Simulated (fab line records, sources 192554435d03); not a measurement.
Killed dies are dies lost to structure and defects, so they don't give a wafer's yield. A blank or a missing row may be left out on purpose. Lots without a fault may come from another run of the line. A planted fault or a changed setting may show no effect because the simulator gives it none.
Which tool did it? | flow n5_finfet | 11 lots, 33 wafers sampled, at 5 steps of a route of 1938

WHAT THE GAUGES READ, wafer by wafer
N5_BEOL_M2_THK_MEAS_01. Usual: M2_ILD_THK 79.0 nm, standard deviation 1.
lot  | measured     | on            | M2_ILD_THK (nm) | flag
L899 | day 6 14:49  | film_metro-02 | 79.1 79.7 80.1  |
L902 | day 6 23:10  | film_metro-01 | 77.6 78.8 78.5  |
L905 | day 7 21:46  | film_metro-02 | 78.6 79.2 80.8  |
L904 | day 8 03:10  | film_metro-01 | 77.7 78.4 79.3  |
L909 | day 9 12:19  | film_metro-01 | 77.8 78.7 77.7  |
L912 | day 10 11:38 | film_metro-01 | 79.7 79.4 80.4  |
L914 | day 10 12:14 | film_metro-01 | 78.3 78.5 79.3  |
L913 | day 10 13:36 | film_metro-01 | 79.0 78.8 79.0  |
L916 | day 10 16:01 | film_metro-01 | 78.5 79.9 80.1  |
L918 | day 11 03:59 | film_metro-01 | 80.4 78.9 80.3  |
L921 | day 12 00:07 | film_metro-02 | 78.2 78.2 80.0  |

N5_BEOL_M4_RC_MEAS_101. Usual: DIBL_N 36.0 mV/V, standard deviation 2.2; DIBL_P 36.2 mV/V, standard deviation 2.4; IOFF_N 0.16 nA/um, standard deviation 0.035; IOFF_P 0.21 nA/um, standard deviation 0.037; ION_N 672 uA/um, standard deviation 13; ION_P 461 uA/um, standard deviation 7; SS_N 71.4 mV/dec, standard deviation 0.69; SS_P 73.2 mV/dec, standard deviation 0.75; VT_N 250 mV, standard deviation 3.4; VT_P -251 mV, standard deviation 3.
lot  | measured     | on        | DIBL_N (mV/V)  | DIBL_P (mV/V)  | IOFF_N (nA/um) | IOFF_P (nA/um) | ION_N (uA/um) | ION_P (uA/um) | SS_N (mV/dec)  | SS_P (mV/dec)  | VT_N (mV)   | VT_P (mV)      | flag
L899 | day 9 13:01  | prober-01 | 33.9 35.4 35.7 | 34.2 35.7 36.5 | 0.12 0.16 0.17 | 0.17 0.19 0.21 | 659 677 694   | 451 457 467   | 71.3 71.1 70.8 | 73.7 73.4 73.6 | 252 250 246 | -257 -253 -252 |
L902 | day 9 15:58  | prober-01 | 37.4 36.3 33.0 | 36.8 36.0 32.4 | 0.14 0.13 0.09 | 0.21 0.20 0.15 | 676 670 649   | 465 468 456   | 71.4 71.3 70.2 | 73.0 72.5 72.0 | 254 252 257 | -247 -250 -251 |
L905 | day 10 19:05 | prober-01 | 35.2 32.3 35.6 | 34.8 32.9 36.0 | 0.14 0.11 0.14 | 0.18 0.16 0.19 | 665 655 667   | 455 454 461   | 71.1 70.3 71.0 | 72.2 71.8 72.8 | 253 254 251 | -255 -252 -254 |
L904 | day 10 20:53 | prober-02 | 37.0 36.6 34.1 | 39.5 38.0 35.2 | 0.18 0.17 0.13 | 0.26 0.23 0.19 | 667 674 660   | 465 460 463   | 72.0 71.6 71.6 | 74.1 74.1 72.9 | 252 248 254 | -250 -251 -254 |
L909 | day 12 00:44 | prober-02 | 34.0 36.6 33.7 | 32.1 35.7 32.3 | 0.13 0.18 0.12 | 0.18 0.24 0.18 | 666 673 665   | 458 470 460   | 71.1 72.5 70.4 | 72.2 73.2 72.5 | 253 246 253 | -250 -246 -248 |
L912 | day 12 06:52 | prober-01 | 37.0 35.4 37.6 | 37.3 34.3 37.9 | 0.17 0.15 0.19 | 0.23 0.19 0.25 | 671 675 684   | 464 463 467   | 72.0 71.1 72.0 | 73.7 72.8 73.7 | 249 248 248 | -248 -253 -249 |
L914 | day 13 11:36 | prober-02 | 35.1 35.3 35.8 | 36.3 35.5 37.0 | 0.15 0.15 0.16 | 0.22 0.19 0.23 | 664 677 677   | 461 457 463   | 71.1 70.9 71.8 | 73.1 73.1 73.0 | 248 251 250 | -250 -252 -248 |
L913 | day 13 14:25 | prober-02 | 35.7 36.6 34.8 | 36.3 37.7 36.3 | 0.16 0.17 0.15 | 0.20 0.22 0.20 | 673 665 669   | 466 464 458   | 71.7 72.0 71.0 | 73.6 73.7 73.3 | 251 251 250 | -253 -252 -253 |
L916 | day 13 14:39 | prober-01 | 36.3 32.1 32.0 | 34.9 30.5 30.6 | 0.13 0.09 0.09 | 0.19 0.14 0.14 | 659 651 647   | 452 450 452   | 71.5 69.7 69.8 | 73.4 72.0 71.9 | 252 258 259 | -250 -256 -254 |
L918 | day 14 10:02 | prober-02 | 35.0 33.6 33.6 | 35.2 33.7 34.3 | 0.14 0.11 0.12 | 0.18 0.16 0.16 | 658 645 649   | 455 447 451   | 70.9 70.1 70.0 | 72.9 71.8 71.6 | 252 254 255 | -250 -254 -253 |
L921 | day 15 02:20 | prober-02 | 37.0 37.4 35.2 | 38.6 39.4 37.4 | 0.19 0.20 0.17 | 0.23 0.23 0.21 | 689 696 681   | 460 470 468   | 71.7 72.3 71.6 | 74.1 73.4 73.8 | 247 247 250 | -250 -251 -251 |

WHICH TOOL RAN EACH LOT (tool, then ch and the chambers of the sampled wafers, then the start)
lot  | N5_BEOL_M1_ANNEAL_91         | N5_BEOL_M1_PRE_CLEAN_60          | N5_BEOL_M2_COAT_61
L899 | pvd_sputter-01, day 6 13:01  | cvd_co-01 ch 0,2, day 6 14:25    | litho_track-03 ch 0, day 6 15:04
L902 | pvd_sputter-03, day 6 21:15  | cvd_co-02 ch 0,1,2, day 6 22:49  | litho_track-03 ch 0, day 6 23:36
L905 | pvd_sputter-01, day 7 19:59  | cvd_co-02 ch 0,2, day 7 21:25    | litho_track-01 ch 0, day 7 22:16
L904 | pvd_sputter-01, day 8 01:24  | cvd_co-01 ch 0,2, day 8 02:49    | litho_track-01 ch 0, day 8 04:01
L909 | pvd_sputter-02, day 9 10:32  | cvd_co-01 ch 1,2, day 9 11:58    | litho_track-01 ch 0, day 9 12:33
L912 | pvd_sputter-03, day 10 09:50 | cvd_co-02 ch 0,1, day 10 11:14   | litho_track-01 ch 0, day 10 12:18
L914 | pvd_sputter-02, day 10 10:28 | cvd_co-01 ch 0,1,2, day 10 11:52 | litho_track-04 ch 0, day 10 12:43
L913 | pvd_sputter-03, day 10 11:40 | cvd_co-01 ch 0,1, day 10 13:12   | litho_track-04 ch 0, day 10 15:13
L916 | pvd_sputter-02, day 10 14:15 | cvd_co-01 ch 0,1, day 10 15:39   | litho_track-04 ch 0, day 10 18:22
L918 | pvd_sputter-02, day 11 02:06 | cvd_co-02 ch 0,2, day 11 03:37   | litho_track-03 ch 0, day 11 06:47
L921 | pvd_sputter-01, day 11 22:22 | cvd_co-02 ch 0,1,2, day 11 23:46 | litho_track-03 ch 0, day 12 02:45
- N5_BEOL_M1_ANNEAL_91: time 240 s.
- N5_BEOL_M1_PRE_CLEAN_60: time 15 s.
- N5_BEOL_M2_COAT_61: time 60 s, resist thk 60 nm.

WHAT THE TOOLS THEMSELVES READ (means of the sampled wafers that have a number; where no wafer has one, the mark that the record gives instead)
N5_BEOL_M1_ANNEAL_91. Usual: heater_power_w 838 W, standard deviation 47.
lot  | tool           | heater_power_w (W) | flag
L899 | pvd_sputter-01 | 840                |
L902 | pvd_sputter-03 | 844                |
L905 | pvd_sputter-01 | 836                |
L904 | pvd_sputter-01 | 820                |
L909 | pvd_sputter-02 | 800                |
L912 | pvd_sputter-03 | 832                |
L914 | pvd_sputter-02 | 859                |
L913 | pvd_sputter-03 | 830                |
L916 | pvd_sputter-02 | 803                |
L918 | pvd_sputter-02 | 841                |
L921 | pvd_sputter-01 | 843                |

N5_BEOL_M1_PRE_CLEAN_60. Usual: heater_power_w 97 W, standard deviation 19.
lot  | tool      | heater_power_w (W) | flag
L899 | cvd_co-01 | 101                |
L902 | cvd_co-02 | 85                 |
L905 | cvd_co-02 | 86                 |
L904 | cvd_co-01 | 100                |
L909 | cvd_co-01 | 93                 |
L912 | cvd_co-02 | 91                 |
L914 | cvd_co-01 | 105                |
L913 | cvd_co-01 | 116                |
L916 | cvd_co-01 | 118                |
L918 | cvd_co-02 | 86                 |
L921 | cvd_co-02 | 84                 |

N5_BEOL_M2_COAT_61. Usual: heater_power_total_W 500.5 W, standard deviation 1.9; plate_temp_C 250.02 C, standard deviation 0.19.
lot  | tool           | heater_power_total_W (W) | plate_temp_C (C) | flag
L899 | litho_track-03 | 499.6                    | 250.01           |
L902 | litho_track-03 | 500.0                    | 250.20           |
L905 | litho_track-01 | 500.1                    | 249.86           |
L904 | litho_track-01 | 500.5                    | 249.89           |
L909 | litho_track-01 | 509.2                    | 253.31           | OFF
L912 | litho_track-01 | 508.9                    | 253.55           | OFF
L914 | litho_track-04 | 500.9                    | 249.90           |
L913 | litho_track-04 | 500.8                    | 249.83           |
L916 | litho_track-04 | 498.3                    | 249.93           |
L918 | litho_track-03 | 501.1                    | 249.97           |
L921 | litho_track-03 | 501.3                    | 250.31           |

THE ANSWER, worked out from the rows above alone
Rule: a lot is off if the mean of its wafers that have a number lies more than 3 standard deviations from the usual mean. A lot without any number at a reading at which 4 lots or more have one is off too. The other lots that the step has rows for count as sound. The gauges are gone through in route order, then the tools' own readings, and for those a lot's mean is taken as printed above. The first step at which some lot is off is used, and at that step the reading that is off furthest; a lot without a number counts as furthest.
Off: L909, L912, at N5_BEOL_M2_COAT_61 (plate_temp_C).
A tool fits if, at that step or a process step before it, it ran every lot that is off, and no sound lot after the first of them. One fits: litho_track-01 at N5_BEOL_M2_COAT_61. Its last sound lot is L904 (day 8 04:01), its first lot that is off L909 (day 9 12:33): a fault that began between those two fits.
The tool's own readings at N5_BEOL_M2_COAT_61 bear it out: on the lots that are off they differ by more than 5 times the standard deviation of the sound lots' means. heater_power_total_W reads 509.0 W there against 500.3 W on the sound lots; plate_temp_C reads 253.43 C there against 249.99 C on the sound lots.

WHAT THE SIMULATOR HAD PUT IN
Process parameter drift: litho_track-01, from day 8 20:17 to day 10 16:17, at N5_BEOL_M2_COAT_61. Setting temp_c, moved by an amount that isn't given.
Lots struck among those shown: L909, L912. The rule above found the same.
